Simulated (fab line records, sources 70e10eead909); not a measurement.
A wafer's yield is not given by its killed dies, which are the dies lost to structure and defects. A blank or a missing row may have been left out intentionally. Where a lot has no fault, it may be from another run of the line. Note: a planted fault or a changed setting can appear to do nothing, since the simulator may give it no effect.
Chamber matching    flow nand_harc    pecvd-04 running NHARC_A_ONON_D2_DEP_33: 3 sister chambers
The step deposits SiO2, target thk 200 nm. 6 wafers are shown with their chamber, then 9 later ones without.

## WAFERS, EACH WITH ITS CHAMBER
wafer   chamber  throttle_valve_pct (%)  heater_power_w (W)
L817.5  2        15.5                    708
L820.3  1        16.3                    511
L820.4  1        16.1                    514
L829.2  0        16.4                    541
L829.3  2        15.3                    704
L829.6  0        16.5                    402

## WAFERS MISSING THEIR CHAMBER
wafer   throttle_valve_pct (%)  heater_power_w (W)
L832.3  15.2                    566
L832.5  16.6                    470
L832.6  15.5                    578
L830.1  15.7                    487
L830.3  16.5                    506
L830.4  16.7                    527
L833.1  15.4                    673
L833.3  16.6                    426
L833.4  15.2                    660

## THE CHAMBER EACH PASSED THROUGH
wafer    from the rows above       in truth
L832.3   2                         2
L832.5   0                         0
L832.6   2                         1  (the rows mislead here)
L830.1   can't be placed: 1 or 2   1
L830.3   can't be placed: 0 or 1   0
L830.4   can't be placed: 0 or 1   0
L833.1   2                         2
L833.3   0                         0
L833.4   2                         2
Correct placement for 5 of the 9. From these rows, 3 cannot be placed; in 3 the true chamber is one of the candidates. Wrongly placed: 1.
How it was worked out, from the rows above alone: a wafer's distance from a chamber is the root of the sum, over the readings, of the square of ((its reading less the chamber's mean) divided by the reading's scatter). If the next closest chamber is less than 2 further off than the closest, the wafer can't be placed; otherwise it belongs to the closest. A chamber's mean is the mean of its shown wafers. The scatter: the root of (the sum of the squares of (reading less its chamber's mean) over the shown wafers, divided by (wafers less chambers)).
